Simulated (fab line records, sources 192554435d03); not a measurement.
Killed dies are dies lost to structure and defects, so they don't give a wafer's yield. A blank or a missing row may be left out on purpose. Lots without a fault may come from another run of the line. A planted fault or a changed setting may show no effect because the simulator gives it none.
A struck lot beside a sound one | flow n5_finfet | 29 steps out of a route of 1938
Sound: wafers L170.1, L170.4, L170.5. Struck: wafers L181.4, L181.5, L181.6. The cause comes at the end.
At each step with rows: each side's tool, then ch and its chambers, then its first start. Under that, the readings that differ: sound wafers | struck wafers | difference of the means | sigmas: that difference in standard deviations of wafers without a fault.
alike: readings whose means differ by less than 2 such deviations, and words and numbers that are the same on both sides. not compared: withheld readings, readings that some wafer has no value for, bounds like >300 that may hide the same value, and numbers for which the record gives no deviation and whose values overlap.
The two part at a step that has a row with sigmas, a row that says differs or no value, or rows on one side only. Numbers that don't overlap but have no deviation are shown without sigmas and don't part them. A reading that every wafer of one side lacks parts them only if that side has two wafers or more.

N5_STI_FIN_REVEAL_INSPECT_13: inspects for defects (darkfield).
  sound on defect_inspect-01, day 4 19:41; struck on defect_inspect-01, day 7 15:03
  alike: raw_defect_count
then, 2 steps without rows for these wafers: N5_DUMMY_GATE_PRECLEAN_00 (cleans in O3/DIW, time 60 s); N5_DUMMY_GATE_SRD_01 (time 30 s).
N5_DUMMY_GATE_ALD_02: deposits SiO2, target thk 2 nm, pulse time 1 s.
  sound on ald_sin-03 ch 0,3, day 4 20:02; struck on ald_sin-03 ch 2,3, day 7 16:32
  alike: heater_power_w, precursor_pulse_height_rel, susceptor_temp_C
then, 3 steps without rows for these wafers: N5_DUMMY_GATE_CVD_03 (deposits a-Si from SiH4, target thk 150 nm, time 8042 s); N5_DUMMY_GATE_PRECLEAN_46 (cleans in DIW, time 89.5 s); N5_DUMMY_GATE_SRD_47 (dry time 32 s).
N5_DUMMY_GATE_CMP_04: polishes a-Si.
  sound on cmp-04 ch 0,1,2, day 4 23:53; struck on cmp-03 ch 0,1,2, day 7 20:28
  alike: edge_zone_pressure_frac, motor_current_A, slurry_flow_ml_min, time_to_endpoint_s
  not compared: pad_life_wafers
N5_DUMMY_GATE_THK_MEAS_05:
  sound on film_metro-01, day 5 00:08; struck on film_metro-02, day 7 20:37
  alike: thk_nm
then, 3 steps without rows for these wafers: N5_DUMMY_GATE_HM_DEP_06 (deposits SiNx from DCS/NH3, target thk 80 nm, time 5141 s); N5_DUMMY_GATE_PECVD_30 (deposits SiO2 from TEOS/O2, target thk 55 nm, time 10.8 s); N5_DUMMY_GATE_COAT_34 (time 60 s, resist thk 60 nm).
N5_DUMMY_GATE_COAT_35: time 60 s, resist thk 10 nm.
  sound on litho_track-01 ch 0, day 5 04:10; struck on litho_track-01 ch 0, day 8 00:40
  reading                                       | sound                | struck               | difference | sigmas
  spin_speed_rpm (rpm)                          | 1501.8 1500.4 1499.7 | 1803.0 1806.4 1805.2 | +304.2     | +99 or more
  model.SiARC_of_DUMMY_GATE_COAT_35.thk_nm (nm) | 10 10 10             | 9.2 9.2 9.2          | -0.8       |
then, 7 steps without rows for these wafers: N5_DUMMY_GATE_COAT_28 (time 60 s, resist thk 10 nm); N5_DUMMY_GATE_COAT_09 (resist thk 30 nm); N5_DUMMY_GATE_EBR_11; N5_DUMMY_GATE_SOFTBAKE_10 (time 60 s); N5_DUMMY_GATE_EXPOSE_12 (exposes mask GATE, target cd 25 nm); N5_DUMMY_GATE_PEB_13 (peb time 60 s); N5_DUMMY_GATE_DEVELOP_14 (develop time 30 s).
N5_DUMMY_GATE_CD_MEAS_15: target cd 25.8 nm.
  sound on cd_sem-01 ch 0, day 5 04:25; struck on cd_sem-03 ch 0, day 8 00:56
  alike: cd_nm
N5_DUMMY_GATE_OVL_MEAS_16:
  sound on overlay-02 ch 0, day 5 04:28; struck on overlay-02 ch 0, day 8 00:59
  alike: GATE_OVL
N5_DUMMY_GATE_INSPECT_17: inspects for defects (brightfield).
  sound on defect_inspect-02, day 5 04:31; struck on defect_inspect-02, day 8 01:01
  alike: raw_defect_count
N5_DUMMY_GATE_DESCUM_20: chemistry O2, time 6.2 s.
  sound on rie_diel-03 ch 1,2, day 5 04:33; struck on rie_diel-05 ch 0,3, day 8 01:03
  alike: drypump_motor_current_A, oes_product_au, rf_vpp_V, showerhead_plenum_p_Torr, throttle_valve_pct
  not compared: rf_hours_counter_h
N5_DUMMY_GATE_ETCH_29: etches underlayer in N2/H2, target depth 13 nm.
  sound on rie_diel-03 ch 1,2, day 5 04:37; struck on rie_diel-05 ch 0,3, day 8 01:07
  alike: drypump_motor_current_A, oes_product_au, rf_vpp_V, showerhead_plenum_p_Torr, throttle_valve_pct
  not compared: rf_hours_counter_h
N5_DUMMY_GATE_ETCH_36: etches SiARC in CF4, target depth 13 nm.
  sound on rie_diel-03 ch 1,2, day 5 04:40; struck on rie_diel-05 ch 0,3, day 8 01:10
  alike: drypump_motor_current_A, oes_product_au, rf_vpp_V, showerhead_plenum_p_Torr, throttle_valve_pct
  not compared: rf_hours_counter_h
N5_DUMMY_GATE_ETCH_37: etches SOC in N2/H2, target depth 60 nm, overetch 30 nm.
  sound on rie_diel-03 ch 1,2, day 5 04:42; struck on rie_diel-05 ch 0,3, day 8 01:12
  reading                                       | sound | struck    | difference | sigmas
  model.SiARC_of_DUMMY_GATE_COAT_35.thk_nm (nm) | 5 5 5 | 4.2 4 4.2 | -0.9       |
  alike: drypump_motor_current_A, oes_product_au, rf_vpp_V, showerhead_plenum_p_Torr, throttle_valve_pct
  not compared: rf_hours_counter_h
then, 1 step without rows for these wafers: N5_DUMMY_GATE_STRIP_38 (strips in N2/H2).
-- the record jumps here: 6 days lie between the struck wafers' starts before and after (it left off in module DUMMY_GATE and takes up again in module BEOL_M4, whose first step shown is number 1111 of the route) --
N5_BEOL_M4_RC_MEAS_101:
  sound on prober-01 ch 0, day 10 08:43; struck on prober-02 ch 0, day 13 16:12
  reading        | sound             | struck            | difference | sigmas
  IOFF_N (nA/um) | 0.157 0.177 0.164 | 0.115 0.122 0.144 | -0.039     | -2
  IOFF_P (nA/um) | 0.227 0.255 0.232 | 0.157 0.162 0.180 | -0.072     | -2
  ION_P (uA/um)  | 466 477 465       | 459 449 456       | -15        | -2
  VT_P (mV)      | -245 -246 -246    | -255 -254 -252    | -8         | -2
  alike: DIBL_N, DIBL_P, ION_N, SS_N, SS_P, VT_N

WHERE THEY PART
First at N5_DUMMY_GATE_COAT_35; last, within this record, at N5_BEOL_M4_RC_MEAS_101.

WHY: what the simulator had put in
Process parameter drift: litho_track-01, from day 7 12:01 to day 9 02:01, at N5_DUMMY_GATE_COAT_35. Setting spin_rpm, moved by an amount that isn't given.
